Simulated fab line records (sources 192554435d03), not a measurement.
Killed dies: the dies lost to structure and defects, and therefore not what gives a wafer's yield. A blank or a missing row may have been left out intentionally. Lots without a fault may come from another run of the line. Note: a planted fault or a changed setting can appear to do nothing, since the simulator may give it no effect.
fab line records ; flow n5-finfet ; part 1 of 2: steps 1 to 23 of 29
record lots=5; wafers=15; last-day=17
route steps=1938 shown BEOL_M12@1612
lots with no fault: from the same line, run without faults
start-h: start of the lot's first displayed wafer, in hours after the record's first day ; wait-h: hours elapsed since this lot's preceding step ; " unchanged from the row above ; L1.1+2: a single row standing in for several wafers ; - no value, or no start given ; * or withheld: withheld ; < > ~ a bound
route shown NAME@n: a module of which the file shows steps, and the number in the route of the first ; usual: mean/standard deviation of fault-free wafers ; same: alike in all rows ; chamber/n: place in a boat ; sites: readings site by site ; _std_site: standard deviation of those values ; _edge_site: outer sites' mean less inner sites' ; radius-mm: how far each site lies from the wafer's centre ; mask NAME#n: copy n ; behind: the last tool/chamber to shape the wafer ; hold: reason for holding the lot/hours on hold/outcome of the hold ; device: which transistor (n, p or np) failed to switch ; end of line: the tests these same wafers got at the end of their route ; for a step that has no rows: nothing shown but its recipe ; killed: dies lost to structure and defects at the first sort, not the wafer's yield ; map: the dies of a wafer, with x for killed, . for not killed, _ for no die there
set.NAME: the setting the step ran with; set.NAME@STEP: the setting that earlier step ran with ; model.NAME: the simulator's own value behind a step, which no gauge read
certain route steps with their lots: each step a table, each wafer a row
services: when a tool's chamber went out of use (start-h, in hours from the record's first day, below 0 if earlier), for how many hours, and the reason
## steps
# step N5_BEOL_M12_CD_MEAS_10
# recipe target-cd-nm=140; landing-energy-ev=500; detector=se-inlens; polarity=opening
# usual cd-nm=139.2/2.4
lot.wafer;tool;chamber;start-h;wait-h;cd-nm
L077.1;cd-sem-02;0;261.82;-;135.8
L077.2;cd-sem-02;0;261.82;-;139.6
L077.4;cd-sem-02;0;261.82;-;137.1
L081.2;cd-sem-01;0;288.18;-;136.1
L081.4;cd-sem-01;0;288.18;-;136.6
L081.5;cd-sem-01;0;288.18;-;136.9
L086.2;cd-sem-01;0;315.60;-;137.8
L086.3;cd-sem-01;0;315.60;-;136.8
L086.5;cd-sem-01;0;315.60;-;137.1
L092.3;cd-sem-01;0;349.80;-;139.1
L092.4;cd-sem-01;0;349.80;-;138.1
L092.5;cd-sem-01;0;349.80;-;141.8
L095.3;cd-sem-01;0;372.43;-;137.9
L095.5;cd-sem-01;0;372.43;-;137.3
L095.6;cd-sem-01;0;372.43;-;135.9
# step N5_BEOL_M12_OVL_MEAS_11
# recipe points-per-wafer=44
# usual V11_OVL=0/5.5
# same points-per-wafer=44
lot.wafer;tool;chamber;start-h;wait-h;V11_OVL[nm]
L077.1;overlay-01;0;261.85;0.0;3
L077.2;overlay-01;0;261.85;0.0;-4
L077.4;overlay-01;0;261.85;0.0;-3
L081.2;overlay-01;0;288.21;0.0;2
L081.4;overlay-01;0;288.21;0.0;0
L081.5;overlay-01;0;288.21;0.0;-5
L086.2;overlay-01;0;315.66;0.1;4
L086.3;overlay-01;0;315.66;0.1;-7
L086.5;overlay-01;0;315.66;0.1;4
L092.3;overlay-02;0;349.83;0.0;12
L092.4;overlay-02;0;349.83;0.0;1
L092.5;overlay-02;0;349.83;0.0;12
L095.3;overlay-02;0;372.46;0.0;12
L095.5;overlay-02;0;372.46;0.0;10
L095.6;overlay-02;0;372.46;0.0;-5
# step N5_BEOL_M12_INSPECT_12
# recipe mode=adi; inspect-instrument=macro
# usual raw-defect-count=2.1/1.4
lot.wafer;tool;chamber;start-h;wait-h;raw-defect-count
L077.1;defect-inspect-02;-;261.87;0.0;2
L077.2;defect-inspect-02;-;261.87;0.0;3
L077.4;defect-inspect-02;-;261.87;0.0;2
L081.2;defect-inspect-01;-;288.24;0.0;0
L081.4;defect-inspect-01;-;288.24;0.0;0
L081.5;defect-inspect-01;-;288.24;0.0;4
L086.2;defect-inspect-01;-;315.69;0.0;4
L086.3;defect-inspect-01;-;315.69;0.0;2
L086.5;defect-inspect-01;-;315.69;0.0;1
L092.3;defect-inspect-01;-;349.85;0.0;1
L092.4;defect-inspect-01;-;349.85;0.0;5
L092.5;defect-inspect-01;-;349.85;0.0;0
L095.3;defect-inspect-01;-;372.48;0.0;0
L095.5;defect-inspect-01;-;372.48;0.0;6
L095.6;defect-inspect-01;-;372.48;0.0;4
# step N5_BEOL_M12_DESCUM_15
# recipe chemistry=O2; time-s=7.9; source-power-w=50; bias-power-w=20; pressure-mtorr=20; rf-frequency-hz=2.712e+07; temp-c=40; o2-flow-sccm=225
# usual drypump-motor-current-A=5.9/0.41; oes-product-au=0.82/0.1; rf-vpp-V=242.7/1.4; showerhead-plenum-p-Torr=2.06/0.081; throttle-valve-pct=20.33/0.22
lot.wafer;tool;chamber;start-h;wait-h;drypump-motor-current-A;oes-product-au;rf-hours-counter-h;rf-vpp-V;showerhead-plenum-p-Torr;throttle-valve-pct
L077.1;rie-diel-02;0;261.91;0.0;6.4;0.72;177;242.5;1.90;20.45
L077.2;rie-diel-02;2;261.91;0.0;5.8;0.90;20;243.2;2.06;20.38
L077.4;rie-diel-02;2;261.91;0.0;5.8;0.91;-;242.1;2.06;20.37
L081.2;rie-diel-03;2;288.27;0.0;5.5;0.93;25;241.7;2.03;19.99
L081.4;rie-diel-03;3;288.27;0.0;5.9;0.70;233;242.9;2.04;20.08
L081.5;rie-diel-03;3;288.27;0.0;5.9;0.69;-;242.4;2.04;20.08
L086.2;rie-diel-02;0;315.98;0.3;6.3;0.71;195;240.2;1.89;20.47
L086.3;rie-diel-02;2;315.98;0.3;5.8;0.86;41;242.8;2.05;20.42
L086.5;rie-diel-02;3;315.98;0.3;6.0;0.78;-;242.2;2.01;20.49
L092.3;rie-diel-05;2;349.88;0.0;5.5;0.83;83;242.7;2.02;20.12
L092.4;rie-diel-05;0;349.88;0.0;5.8;0.92;31;243.2;2.15;20.12
L092.5;rie-diel-05;3;349.88;0.0;6.5;0.95;-;244.8;2.14;20.37
L095.3;rie-diel-03;3;372.59;0.1;5.9;0.98;6;242.2;2.04;19.77
L095.5;rie-diel-03;0;372.59;0.1;6.3;0.89;-;243.4;2.05;20.34
L095.6;rie-diel-03;3;372.59;0.1;5.9;0.98;-;244.2;2.04;19.78
# step N5_BEOL_M12_ETCH_59
# recipe chemistry=N2/H2; target=BARC; target-depth-a=890; overetch-a=267; time-s=67.9; ion-energy-ev=200; pressure-mtorr=30; source-w=840; bias-w=150; n2-flow-sccm=200; h2-flow-sccm=200
# usual drypump-motor-current-A=5.9/0.41; oes-product-au=0.70/0.084; rf-vpp-V=522.9/2.5; showerhead-plenum-p-Torr=2.50/0.09; throttle-valve-pct=17.78/0.24
lot.wafer;tool;chamber;start-h;wait-h;drypump-motor-current-A;oes-product-au;rf-hours-counter-h;rf-vpp-V;showerhead-plenum-p-Torr;throttle-valve-pct
L077.1;rie-diel-02;0;261.94;0.0;6.4;0.63;177;518.4;2.33;18.02
L077.2;rie-diel-02;2;261.94;0.0;5.8;0.77;20;523.2;2.48;17.72
L077.4;rie-diel-02;2;261.94;0.0;5.8;0.77;-;522.4;2.48;17.70
L081.2;rie-diel-03;2;288.30;0.0;5.4;0.78;25;522.2;2.47;17.48
L081.4;rie-diel-03;3;288.30;0.0;6.0;0.59;233;524.2;2.52;17.79
L081.5;rie-diel-03;3;288.30;0.0;5.9;0.59;-;521.7;2.52;17.81
L086.2;rie-diel-02;0;316.01;0.0;6.3;0.61;195;518.8;2.32;18.05
L086.3;rie-diel-02;2;316.01;0.0;5.8;0.73;41;522.2;2.47;17.76
L086.5;rie-diel-02;3;316.01;0.0;5.9;0.68;-;521.9;2.44;17.90
L092.3;rie-diel-05;2;349.92;0.0;5.5;0.70;83;521.1;2.46;17.56
L092.4;rie-diel-05;0;349.92;0.0;5.8;0.78;31;525.6;2.58;17.40
L092.5;rie-diel-05;3;349.92;0.0;6.5;0.81;-;525.1;2.61;17.96
L095.3;rie-diel-03;3;372.62;0.0;5.9;0.83;6;523.9;2.51;17.43
L095.5;rie-diel-03;0;372.62;0.0;6.3;0.75;-;521.3;2.48;17.67
L095.6;rie-diel-03;3;372.62;0.0;5.9;0.82;-;523.4;2.52;17.43
# step N5_BEOL_M12_VIA_ETCH_16
# recipe chemistry=C4F8/O2/Ar; target=SiOC; pressure-mtorr=30; source-w=3000; bias-w=700; Ar_flow_sccm=400; C4F8_flow_sccm=15; O2_flow_sccm=8; he-inner-torr=15; he-outer-torr=30; target-depth-a=7248; time-s=withheld; ion-energy-ev=250; ends=cleared
# usual C4F8_flow_sccm=15.00/0.044; drypump-motor-current-A=5.9/0.41; oes-product-au=0.74/0.093; rf-vpp-V=664/3.1; showerhead-plenum-p-Torr=3.37/0.11; throttle-valve-pct=24.13/0.22
lot.wafer;tool;chamber;start-h;wait-h;C4F8_flow_sccm;drypump-motor-current-A;oes-product-au;rf-vpp-V;showerhead-plenum-p-Torr;throttle-valve-pct
L077.1;rie-diel-02;0;261.99;0.0;15.00;6.3;0.66;657;3.15;24.35
L077.2;rie-diel-02;2;261.99;0.0;15.02;5.8;0.82;664;3.35;24.10
L077.4;rie-diel-02;2;261.99;0.0;15.00;5.8;0.82;663;3.35;24.09
L081.2;rie-diel-03;2;288.36;0.0;15.04;5.5;0.84;663;3.35;23.89
L081.4;rie-diel-03;3;288.36;0.0;15.08;5.9;0.63;664;3.39;23.99
L081.5;rie-diel-03;3;288.36;0.0;14.97;6.0;0.62;664;3.38;23.99
L086.2;rie-diel-02;0;316.06;0.0;15.03;6.4;0.64;655;3.14;24.37
L086.3;rie-diel-02;2;316.06;0.0;14.97;5.8;0.79;662;3.33;24.12
L086.5;rie-diel-02;3;316.06;0.0;15.10;5.9;0.71;663;3.29;24.28
L092.3;rie-diel-05;2;349.97;0.0;15.09;5.5;0.74;663;3.32;23.94
L092.4;rie-diel-05;0;349.97;0.0;14.96;5.8;0.84;666;3.48;23.74
L092.5;rie-diel-05;3;349.97;0.0;14.99;6.5;0.86;667;3.50;24.28
L095.3;rie-diel-03;3;372.68;0.0;15.01;5.9;0.88;664;3.37;23.75
L095.5;rie-diel-03;0;372.68;0.0;15.03;6.3;0.80;663;3.32;23.96
L095.6;rie-diel-03;3;372.68;0.0;15.01;5.9;0.88;664;3.37;23.73
# step N5_BEOL_M12_STRIP_63
# recipe chemistry=N2/H2; power-w=1000; temp-c=250; h2-frac=0.65; overash-fraction=0.3; pressure-mtorr=1000; n2-flow-sccm=1750; h2-flow-sccm=3250
# usual drypump-motor-current-A=5.70/0.27; heater-power-w=318/26; oes-product-au=0.693/0.0047; strip-time-to-endpoint-s=42.5/0.93
lot.wafer;tool;chamber;start-h;wait-h;drypump-motor-current-A;heater-power-w;oes-product-au;rf-hours-counter-h;strip-time-to-endpoint-s
L077.1;plasma-asher-02;1;263.67;-;5.33;359;0.693;73;44.2
L077.2;plasma-asher-02;0;263.67;-;5.37;343;0.696;73;44.5
L077.4;plasma-asher-02;1;263.67;-;5.34;365;0.689;-;43.5
L081.2;plasma-asher-01;0;288.56;-;5.72;315;0.691;111;41.7
L081.4;plasma-asher-01;0;288.56;-;5.70;312;0.683;-;41.9
L081.5;plasma-asher-01;0;288.56;-;5.72;306;0.698;-;41.7
L086.2;plasma-asher-01;1;316.41;-;6.02;287;0.693;123;43.7
L086.3;plasma-asher-01;0;316.41;-;5.72;312;0.696;-;44.0
L086.5;plasma-asher-01;1;316.41;-;6.02;295;0.696;-;43.3
L092.3;plasma-asher-02;0;350.19;-;5.36;332;0.683;-;43.1
L092.4;plasma-asher-02;1;350.19;-;5.36;367;0.690;-;41.6
L092.5;plasma-asher-02;1;350.19;-;5.34;352;0.696;-;41.3
L095.3;plasma-asher-01;1;372.89;-;5.98;294;0.694;-;42.3
L095.5;plasma-asher-01;0;372.89;-;5.72;315;0.695;-;42.4
L095.6;plasma-asher-01;1;372.89;-;6.02;302;0.688;-;41.3
# step N5_BEOL_M12_STRIP_64
# recipe chemistry=N2/H2; power-w=1000; temp-c=250; h2-frac=0.65; overash-fraction=0.3; pressure-mtorr=withheld; n2-flow-sccm=1750; h2-flow-sccm=3250
# usual drypump-motor-current-A=5.70/0.27; heater-power-w=318/27; oes-product-au=0.715/0.0047; strip-time-to-endpoint-s=31.30/0.077
lot.wafer;tool;chamber;start-h;wait-h;drypump-motor-current-A;heater-power-w;oes-product-au;rf-hours-counter-h;strip-time-to-endpoint-s
L077.1;plasma-asher-02;1;263.73;0.0;5.36;362;0.714;73;31.33
L077.2;plasma-asher-02;0;263.73;0.0;5.36;346;0.714;73;31.42
L077.4;plasma-asher-02;1;263.73;0.0;5.35;368;0.711;-;31.30
L081.2;plasma-asher-01;0;288.62;0.0;5.70;314;0.717;112;31.27
L081.4;plasma-asher-01;0;288.62;0.0;5.71;307;0.706;-;31.24
L081.5;plasma-asher-01;0;288.62;0.0;5.71;301;0.712;-;31.23
L086.2;plasma-asher-01;1;316.47;0.0;6.04;292;0.713;123;31.39
L086.3;plasma-asher-01;0;316.47;0.0;5.71;315;0.709;-;31.33
L086.5;plasma-asher-01;1;316.47;0.0;6.06;297;0.721;-;31.45
L092.3;plasma-asher-02;0;350.25;0.0;5.37;340;0.718;-;31.26
L092.4;plasma-asher-02;1;350.25;0.0;5.37;358;0.711;-;31.32
L092.5;plasma-asher-02;1;350.25;0.0;5.37;369;0.719;-;31.38
L095.3;plasma-asher-01;1;372.95;0.0;5.99;297;0.723;-;31.34
L095.5;plasma-asher-01;0;372.95;0.0;5.69;305;0.718;-;31.25
L095.6;plasma-asher-01;1;372.95;0.0;6.01;289;0.708;-;31.30
# step N5_BEOL_M12_STRIP_71
# recipe chemistry=post-etch-residue-remover; time-s=60; temp-c=25; remover-ph=withheld; remover-water-wt-pct=withheld; remover-fluoride-wt-pct=withheld
lot.wafer;tool;chamber;start-h;wait-h
L077.1+2+4;wet-bench-06;6,3,0;263.82;0.1
L081.2+4+5;wet-bench-01;5,0,3;288.70;0.1
L086.2+3+5;wet-bench-01;2,3,0;316.56;0.1
L092.3+4+5;wet-bench-03;4,3,0;350.32;0.0
L095.3+5+6;wet-bench-01;6,2,3;373.02;0.0
# step N5_BEOL_M12_SRD_72
# recipe time-s=30; temp-c=23; rinse-liquid=diw; dry=n2-spin; spin-rpm=1500; dry-time-s=30
# usual do-supply-ppb=10.00/0.1
lot.wafer;tool;chamber;start-h;wait-h;do-supply-ppb
L077.1;wet-bench-06;6;263.84;0.0;9.93
L077.2;wet-bench-06;3;263.84;0.0;9.90
L077.4;wet-bench-06;0;263.84;0.0;10.08
L081.2;wet-bench-01;5;288.72;0.0;10.02
L081.4;wet-bench-01;0;288.72;0.0;10.11
L081.5;wet-bench-01;3;288.72;0.0;9.90
L086.2;wet-bench-01;2;316.58;0.0;10.03
L086.3;wet-bench-01;3;316.58;0.0;9.97
L086.5;wet-bench-01;0;316.58;0.0;9.84
L092.3;wet-bench-03;4;350.34;0.0;10.23
L092.4;wet-bench-03;3;350.34;0.0;9.90
L092.5;wet-bench-03;0;350.34;0.0;9.92
L095.3;wet-bench-01;6;373.04;0.0;9.90
L095.5;wet-bench-01;2;373.04;0.0;9.88
L095.6;wet-bench-01;3;373.04;0.0;10.07
# step N5_BEOL_M12_CD_MEAS_17
# recipe target-cd-nm=140; polarity=opening
# usual cd-nm=139.4/2.6
lot.wafer;tool;chamber;start-h;wait-h;cd-nm
L077.1;cd-sem-03;-;263.88;0.0;136.2
L077.2;cd-sem-03;-;263.88;0.0;139.2
L077.4;cd-sem-03;-;263.88;0.0;136.8
L081.2;cd-sem-01;-;288.76;0.0;137.3
L081.4;cd-sem-01;-;288.76;0.0;138.3
L081.5;cd-sem-01;-;288.76;0.0;138.8
L086.2;cd-sem-02;-;316.63;0.0;138.1
L086.3;cd-sem-02;-;316.63;0.0;136.1
L086.5;cd-sem-02;-;316.63;0.0;136.9
L092.3;cd-sem-01;-;350.38;0.0;137.5
L092.4;cd-sem-01;-;350.38;0.0;138.8
L092.5;cd-sem-01;-;350.38;0.0;142.3
L095.3;cd-sem-01;-;373.08;0.0;139.6
L095.5;cd-sem-01;-;373.08;0.0;137.3
L095.6;cd-sem-01;-;373.08;0.0;138.2
# step N5_BEOL_M12_COAT_65
# recipe resist=SOC; temp-c=250; time-s=60; spin-rpm=1500; resist-thk-nm=300
# usual plate-temp-C=249.96/0.17
lot.wafer;tool;chamber;start-h;wait-h;plate-temp-C
L077.1;litho-track-04;0;263.92;0.0;249.88
L077.2;litho-track-04;0;263.92;0.0;250.12
L077.4;litho-track-04;0;263.92;0.0;249.99
L081.2;litho-track-04;0;288.80;0.0;249.89
L081.4;litho-track-04;0;288.80;0.0;249.84
L081.5;litho-track-04;0;288.80;0.0;249.84
L086.2;litho-track-05;0;316.66;0.0;249.92
L086.3;litho-track-05;0;316.66;0.0;250.13
L086.5;litho-track-05;0;316.66;0.0;249.80
L092.3;litho-track-05;0;350.42;0.0;250.12
L092.4;litho-track-05;0;350.42;0.0;250.02
L092.5;litho-track-05;0;350.42;0.0;249.94
L095.3;litho-track-03;0;373.12;0.0;249.68
L095.5;litho-track-03;0;373.12;0.0;249.70
L095.6;litho-track-03;0;373.12;0.0;249.97
# step N5_BEOL_M12_COAT_66
# recipe resist=SiARC; temp-c=220; time-s=60; spin-rpm=1500; resist-thk-nm=110
# usual plate-temp-C=220.02/0.17
lot.wafer;tool;chamber;start-h;wait-h;plate-temp-C
L077.1;litho-track-04;0;-;-;220.05
L077.2;litho-track-04;0;-;-;220.51
L077.4;litho-track-04;0;-;-;220.22
L081.2;litho-track-04;0;-;-;219.82
L081.4;litho-track-04;0;-;-;219.83
L081.5;litho-track-04;0;-;-;219.87
L086.2;litho-track-05;0;-;-;220.08
L086.3;litho-track-05;0;-;-;220.06
L086.5;litho-track-05;0;-;-;220.00
L092.3;litho-track-05;0;-;-;219.92
L092.4;litho-track-05;0;-;-;219.99
L092.5;litho-track-05;0;-;-;219.79
L095.3;litho-track-03;0;-;-;219.91
L095.5;litho-track-03;0;-;-;220.29
L095.6;litho-track-03;0;-;-;220.25
# step N5_BEOL_M12_COAT_22
# recipe spin-rpm=2888; resist-thk-nm=300
lot.wafer;tool;chamber;start-h;wait-h
L077.1+2+4;litho-track-04;0;-;-
L081.2+4+5;litho-track-04;0;-;-
L086.2+3+5;litho-track-05;0;-;-
L092.3+4+5;litho-track-05;0;-;-
L095.3+5+6;litho-track-03;0;-;-
# step N5_BEOL_M12_EBR_24
# recipe solvent=PGMEA; ebr-width-mm=1.5
lot.wafer;tool;chamber;start-h;wait-h
L077.1+2+4;litho-track-04;0;-;-
L081.2+4+5;litho-track-04;0;-;-
L086.2+3+5;litho-track-05;0;-;-
L092.3+4+5;litho-track-05;0;-;-
L095.3+5+6;litho-track-03;0;-;-
# step N5_BEOL_M12_SOFTBAKE_23
# recipe temp-c=130; time-s=60
# usual plate-temp-C=129.99/0.14
lot.wafer;tool;chamber;start-h;wait-h;plate-temp-C
L077.1;litho-track-04;0;-;-;129.74
L077.2;litho-track-04;0;-;-;129.96
L077.4;litho-track-04;0;-;-;129.85
L081.2;litho-track-04;0;-;-;130.06
L081.4;litho-track-04;0;-;-;130.08
L081.5;litho-track-04;0;-;-;130.03
L086.2;litho-track-05;0;-;-;130.14
L086.3;litho-track-05;0;-;-;130.14
L086.5;litho-track-05;0;-;-;130.23
L092.3;litho-track-05;0;-;-;130.13
L092.4;litho-track-05;0;-;-;130.08
L092.5;litho-track-05;0;-;-;130.03
L095.3;litho-track-03;0;-;-;130.23
L095.5;litho-track-03;0;-;-;130.08
L095.6;litho-track-03;0;-;-;130.28
# step N5_BEOL_M12_EXPOSE_25
# recipe mask-id=M12; na=0.93; source-shape=conventional; sigma-outer=0.4; polarization=unpolarized; dose-mj=21.8
# usual reticle-temp-C=23.00/0.096
# same na=0.93
lot.wafer;tool;chamber;start-h;wait-h;mask;reticle-temp-C
L077.1;krf-scanner-01;0;264.03;-;M12#0;23.03
L077.2;krf-scanner-01;0;264.03;-;M12#0;22.90
L077.4;krf-scanner-01;0;264.03;-;M12#0;22.95
L081.2;krf-scanner-01;0;288.92;-;M12#0;23.15
L081.4;krf-scanner-01;0;288.92;-;M12#0;23.07
L081.5;krf-scanner-01;0;288.92;-;M12#0;23.09
L086.2;krf-scanner-01;0;316.91;-;M12#0;23.08
L086.3;krf-scanner-01;0;316.91;-;M12#0;22.92
L086.5;krf-scanner-01;0;316.91;-;M12#0;22.84
L092.3;krf-scanner-02;0;350.55;-;M12#0;22.92
L092.4;krf-scanner-02;0;350.55;-;M12#0;23.02
L092.5;krf-scanner-02;0;350.55;-;M12#0;23.03
L095.3;krf-scanner-01;0;373.25;-;M12#0;23.04
L095.5;krf-scanner-01;0;373.25;-;M12#0;22.85
L095.6;krf-scanner-01;0;373.25;-;M12#0;23.00
# step N5_BEOL_M12_PEB_26
# recipe peb-temp-c=130; peb-time-s=90
# usual plate-temp-C=130.03/0.14
lot.wafer;tool;chamber;start-h;wait-h;plate-temp-C
L077.1;litho-track-04;0;264.09;0.1;129.97
L077.2;litho-track-04;0;264.09;0.1;130.03
L077.4;litho-track-04;0;264.09;0.1;130.04
L081.2;litho-track-03;0;288.97;0.0;130.18
L081.4;litho-track-03;0;288.97;0.0;130.20
L081.5;litho-track-03;0;288.97;0.0;130.43
L086.2;litho-track-04;0;316.96;0.0;130.28
L086.3;litho-track-04;0;316.96;0.0;130.16
L086.5;litho-track-04;0;316.96;0.0;130.10
L092.3;litho-track-05;0;350.59;0.0;130.26
L092.4;litho-track-05;0;350.59;0.0;130.15
L092.5;litho-track-05;0;350.59;0.0;130.28
L095.3;litho-track-03;0;373.29;0.0;130.08
L095.5;litho-track-03;0;373.29;0.0;130.18
L095.6;litho-track-03;0;373.29;0.0;129.75
# step N5_BEOL_M12_DEVELOP_27
# recipe develop-time-s=45; rinse-liquid=diw; dry=air-spin; dev-temp-c=21
# same develop-time-s=45
lot.wafer;tool;chamber;start-h;wait-h
L077.1+2+4;litho-track-04;0;-;-
L081.2+4+5;litho-track-03;0;-;-
L086.2+3+5;litho-track-04;0;-;-
L092.3+4+5;litho-track-05;0;-;-
L095.3+5+6;litho-track-03;0;-;-
# step N5_BEOL_M12_HARDBAKE_32
# recipe temp-c=130; time-s=120
# usual plate-temp-C=130.03/0.14
lot.wafer;tool;chamber;start-h;wait-h;plate-temp-C
L077.1;litho-track-04;0;-;-;130.22
L077.2;litho-track-04;0;-;-;130.26
L077.4;litho-track-04;0;-;-;130.35
L081.2;litho-track-03;0;-;-;130.10
L081.4;litho-track-03;0;-;-;129.95
L081.5;litho-track-03;0;-;-;129.97
L086.2;litho-track-04;0;-;-;129.86
L086.3;litho-track-04;0;-;-;130.09
L086.5;litho-track-04;0;-;-;130.02
L092.3;litho-track-05;0;-;-;130.00
L092.4;litho-track-05;0;-;-;130.19
L092.5;litho-track-05;0;-;-;130.18
L095.3;litho-track-03;0;-;-;129.92
L095.5;litho-track-03;0;-;-;129.95
L095.6;litho-track-03;0;-;-;130.02
# step N5_BEOL_M12_CD_MEAS_28
# recipe target-cd-nm=160.2; landing-energy-ev=500; detector=se-inlens; polarity=opening
# usual cd-nm=159.8/1.2
lot.wafer;tool;chamber;start-h;wait-h;cd-nm
L077.1;cd-sem-01;0;264.21;-;159.5
L077.2;cd-sem-01;0;264.21;-;159.8
L077.4;cd-sem-01;0;264.21;-;159.2
L081.2;cd-sem-02;0;289.09;-;158.4
L081.4;cd-sem-02;0;289.09;-;159.2
L081.5;cd-sem-02;0;289.09;-;157.6
L086.2;cd-sem-03;0;317.08;-;158.9
L086.3;cd-sem-03;0;317.08;-;160.5
L086.5;cd-sem-03;0;317.08;-;156.7
L092.3;cd-sem-02;0;350.71;-;159.8
L092.4;cd-sem-02;0;350.71;-;159.5
L092.5;cd-sem-02;0;350.71;-;160.6
L095.3;cd-sem-03;0;373.41;-;161.7
L095.5;cd-sem-03;0;373.41;-;157.9
L095.6;cd-sem-03;0;373.41;-;158.8
# step N5_BEOL_M12_OVL_MEAS_29
# recipe points-per-wafer=44
# usual M12_OVL=1/4.7
# same points-per-wafer=44
lot.wafer;tool;chamber;start-h;wait-h;M12_OVL[nm]
L077.1;overlay-01;0;264.24;0.0;8
L077.2;overlay-01;0;264.24;0.0;4
L077.4;overlay-01;0;264.24;0.0;0
L081.2;overlay-01;0;289.12;0.0;0
L081.4;overlay-01;0;289.12;0.0;0
L081.5;overlay-01;0;289.12;0.0;0
L086.2;overlay-01;0;317.11;0.0;-5
L086.3;overlay-01;0;317.11;0.0;-6
L086.5;overlay-01;0;317.11;0.0;-2
L092.3;overlay-02;0;350.74;0.0;8
L092.4;overlay-02;0;350.74;0.0;9
L092.5;overlay-02;0;350.74;0.0;5
L095.3;overlay-02;0;373.44;0.0;8
L095.5;overlay-02;0;373.44;0.0;-2
L095.6;overlay-02;0;373.44;0.0;0
# step N5_BEOL_M12_INSPECT_30
# recipe mode=adi; inspect-instrument=macro
# usual raw-defect-count=2.1/1.5
lot.wafer;tool;chamber;start-h;wait-h;raw-defect-count
L077.1;defect-inspect-02;-;264.26;0.0;2
L077.2;defect-inspect-02;-;264.26;0.0;3
L077.4;defect-inspect-02;-;264.26;0.0;3
L081.2;defect-inspect-02;-;289.14;0.0;2
L081.4;defect-inspect-02;-;289.14;0.0;1
L081.5;defect-inspect-02;-;289.14;0.0;2
L086.2;defect-inspect-01;-;317.13;0.0;4
L086.3;defect-inspect-01;-;317.13;0.0;3
L086.5;defect-inspect-01;-;317.13;0.0;0
L092.3;defect-inspect-01;-;350.76;0.0;0
L092.4;defect-inspect-01;-;350.76;0.0;9
L092.5;defect-inspect-01;-;350.76;0.0;0
L095.3;defect-inspect-01;-;373.46;0.0;0
L095.5;defect-inspect-01;-;373.46;0.0;2
L095.6;defect-inspect-01;-;373.46;0.0;2
